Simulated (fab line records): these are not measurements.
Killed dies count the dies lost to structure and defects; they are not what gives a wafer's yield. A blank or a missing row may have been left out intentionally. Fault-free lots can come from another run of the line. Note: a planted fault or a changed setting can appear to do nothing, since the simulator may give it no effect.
Split-lot study / flow n5Finfet / 21 wafers read from 7 lots, route of 1938 steps

== ABOUT THE SPLIT ==
At N5_MOL_CONTACT_COAG_ETCHBACK_136 (etches SiO2 in CHF3, target depth 25 nm, time 16.7 s), the setting targetDepthA was moved away from the recipe's 250 angstrom on 6 of the 21 wafers read, by -7.0% to +13.0%. This setting was run at the recipe's value on the other wafers.

The file shows no step between the split and the reading.

== THE READING ==
MOL_CONTACT_COAG.featureDepthNm (the simulator's own value, which no gauge read), in nm, at N5_MOL_CONTACT_COAG_VIA_ETCH_117 (etches SiO2 in C4F6/O2, target depth 40 nm, overetch 8 nm, time 26 s). The file does not state a usual value for it. Average 40.1 nm, standard deviation 0.26 nm, over the 15 wafers here run with the recipe.

wafer=L074.1; tool, chamber at the split=rieDiel-04, 2,1; targetDepthA as run, angstrom=250; against the recipe=recipe; MOL_CONTACT_COAG.featureDepthNm, nm=40; against lot-mates on the recipe=-
wafer=L074.2; tool, chamber at the split=rieDiel-04, 2,1; targetDepthA as run, angstrom=250; against the recipe=recipe; MOL_CONTACT_COAG.featureDepthNm, nm=40.6; against lot-mates on the recipe=-
wafer=L074.4; tool, chamber at the split=rieDiel-04, 0; targetDepthA as run, angstrom=232.6; against the recipe=-7.0%; MOL_CONTACT_COAG.featureDepthNm, nm=42.4; against lot-mates on the recipe=+2.1
wafer=L076.1; tool, chamber at the split=rieDiel-02, 3,0; targetDepthA as run, angstrom=250; against the recipe=recipe; MOL_CONTACT_COAG.featureDepthNm, nm=39.8; against lot-mates on the recipe=-
wafer=L076.3; tool, chamber at the split=rieDiel-02, 3,0; targetDepthA as run, angstrom=250; against the recipe=recipe; MOL_CONTACT_COAG.featureDepthNm, nm=40.4; against lot-mates on the recipe=-
wafer=L076.4; tool, chamber at the split=rieDiel-02, 1; targetDepthA as run, angstrom=282.4; against the recipe=+13.0%; MOL_CONTACT_COAG.featureDepthNm, nm=36.6; against lot-mates on the recipe=-3.5
wafer=L078.2; tool, chamber at the split=rieDiel-05, 1,0,0; targetDepthA as run, angstrom=250; against the recipe=recipe; MOL_CONTACT_COAG.featureDepthNm, nm=40.2; against lot-mates on the recipe=-
wafer=L078.3; tool, chamber at the split=rieDiel-05, 1,0,0; targetDepthA as run, angstrom=250; against the recipe=recipe; MOL_CONTACT_COAG.featureDepthNm, nm=40.2; against lot-mates on the recipe=-
wafer=L078.4; tool, chamber at the split=rieDiel-05, 1,0,0; targetDepthA as run, angstrom=250; against the recipe=recipe; MOL_CONTACT_COAG.featureDepthNm, nm=40.2; against lot-mates on the recipe=-
wafer=L082.3; tool, chamber at the split=rieDiel-05, 3; targetDepthA as run, angstrom=269.7; against the recipe=+7.9%; MOL_CONTACT_COAG.featureDepthNm, nm=38; against lot-mates on the recipe=-2.0
wafer=L082.5; tool, chamber at the split=rieDiel-05, 3; targetDepthA as run, angstrom=269.7; against the recipe=+7.9%; MOL_CONTACT_COAG.featureDepthNm, nm=38.2; against lot-mates on the recipe=-1.8
wafer=L082.6; tool, chamber at the split=rieDiel-05, 2; targetDepthA as run, angstrom=250; against the recipe=recipe; MOL_CONTACT_COAG.featureDepthNm, nm=40; against lot-mates on the recipe=-
wafer=L089.1; tool, chamber at the split=rieDiel-05, 1; targetDepthA as run, angstrom=250; against the recipe=recipe; MOL_CONTACT_COAG.featureDepthNm, nm=40; against lot-mates on the recipe=-
wafer=L089.2; tool, chamber at the split=rieDiel-05, 0,3; targetDepthA as run, angstrom=269; against the recipe=+7.6%; MOL_CONTACT_COAG.featureDepthNm, nm=38; against lot-mates on the recipe=-2.0
wafer=L089.5; tool, chamber at the split=rieDiel-05, 0,3; targetDepthA as run, angstrom=269; against the recipe=+7.6%; MOL_CONTACT_COAG.featureDepthNm, nm=38.4; against lot-mates on the recipe=-1.6
wafer=L090.1; tool, chamber at the split=rieDiel-04, 0,2,0; targetDepthA as run, angstrom=250; against the recipe=recipe; MOL_CONTACT_COAG.featureDepthNm, nm=40.4; against lot-mates on the recipe=-
wafer=L090.4; tool, chamber at the split=rieDiel-04, 0,2,0; targetDepthA as run, angstrom=250; against the recipe=recipe; MOL_CONTACT_COAG.featureDepthNm, nm=39.6; against lot-mates on the recipe=-
wafer=L090.6; tool, chamber at the split=rieDiel-04, 0,2,0; targetDepthA as run, angstrom=250; against the recipe=recipe; MOL_CONTACT_COAG.featureDepthNm, nm=40.4; against lot-mates on the recipe=-
wafer=L094.2; tool, chamber at the split=rieDiel-02, 0,3,3; targetDepthA as run, angstrom=250; against the recipe=recipe; MOL_CONTACT_COAG.featureDepthNm, nm=40.2; against lot-mates on the recipe=-
wafer=L094.4; tool, chamber at the split=rieDiel-02, 0,3,3; targetDepthA as run, angstrom=250; against the recipe=recipe; MOL_CONTACT_COAG.featureDepthNm, nm=40; against lot-mates on the recipe=-
wafer=L094.5; tool, chamber at the split=rieDiel-02, 0,3,3; targetDepthA as run, angstrom=250; against the recipe=recipe; MOL_CONTACT_COAG.featureDepthNm, nm=39.8; against lot-mates on the recipe=-
The file does not say which wafer passed through which chamber wherever a row lists several chambers: such a row stands for several wafers.

THE FIT
A straight line over all 21 wafers: MOL_CONTACT_COAG.featureDepthNm changes by -0.272 nm for each +1% of targetDepthA; r = -0.98; the points scatter about the line by 0.26 nm.
The same after taking each lot's own level away (the mean of its wafers on the recipe; 21 wafers): -0.26 nm for each +1%; r = -0.98; scatter 0.25 nm.
Per that fit: largest targetDepthA move, reading shift of 3.4 nm.
Measured against the standard deviation above, the lots' own levels, which go from 40.00 to 40.30 nm, span 1.1 times it.
Consequently the slope shifts little with the lot-to-lot level, the two slopes agreeing.
Check: with one of the wafers moved furthest among these (+13.0%) left out of the fit, the line predicts -3.24 nm for it against its lot-mates. Against them it came out at -3.5 nm.

== ADDITIONAL SPLITS CARRIED BY THESE WAFERS ==
Other splits were also applied to these wafers ahead of the reading. Each is held against what the fit with the lots' levels taken away leaves over:
other split on the same wafers=N5_ILD0_ALD_15 aldCycles; wafers away from the commonest value=9; r with MOL_CONTACT_COAG.featureDepthNm (lot level and that fit taken away)=+0.07
other split on the same wafers=N5_SDB_EXPOSE_08 doseMj; wafers away from the commonest value=11; r with MOL_CONTACT_COAG.featureDepthNm (lot level and that fit taken away)=-0.03
other split on the same wafers=N5_SDB_ALD_29 aldCycles; wafers away from the commonest value=6; r with MOL_CONTACT_COAG.featureDepthNm (lot level and that fit taken away)=+0.01
other split on the same wafers=N5_HKMG_FIN_ETCH_32 sourceW; wafers away from the commonest value=7; r with MOL_CONTACT_COAG.featureDepthNm (lot level and that fit taken away)=+0.12
other split on the same wafers=N5_HKMG_FIN_ETCH_35 biasW; wafers away from the commonest value=4; r with MOL_CONTACT_COAG.featureDepthNm (lot level and that fit taken away)=-0.23
other split on the same wafers=N5_MOL_CONTACT_COAG_EXPOSE_05 doseMj; wafers away from the commonest value=4; r with MOL_CONTACT_COAG.featureDepthNm (lot level and that fit taken away)=-0.24
other split on the same wafers=N5_MOL_CONTACT_COAG_PECVD_31 tempC; wafers away from the commonest value=8; r with MOL_CONTACT_COAG.featureDepthNm (lot level and that fit taken away)=-0.15

== THE WHOLE CHAIN: every reading that the file lists as answering this split, in the file's order ==
step=N5_MOL_CONTACT_COAG_VIA_ETCH_117; what it does=etches SiO2 in C4F6/O2, target depth 40 nm, overetch 8 nm, time 26 s; reading=etch.depthNm (the simulator's own value, which no gauge read); change (the file's fit)=-0.265 nm for each +1% of the setting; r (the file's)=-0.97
step=N5_MOL_CONTACT_COAG_VIA_ETCH_117; what it does=etches SiO2 in C4F6/O2, target depth 40 nm, overetch 8 nm, time 26 s; reading=MOL_CONTACT_COAG.featureDepthNm (the simulator's own value, which no gauge read); change (the file's fit)=-0.264 nm for each +1% of the setting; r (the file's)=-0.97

== FILE'S OWN FIT ==
MOL_CONTACT_COAG.featureDepthNm changes by -0.264 nm for each +1% of targetDepthA, r = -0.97.
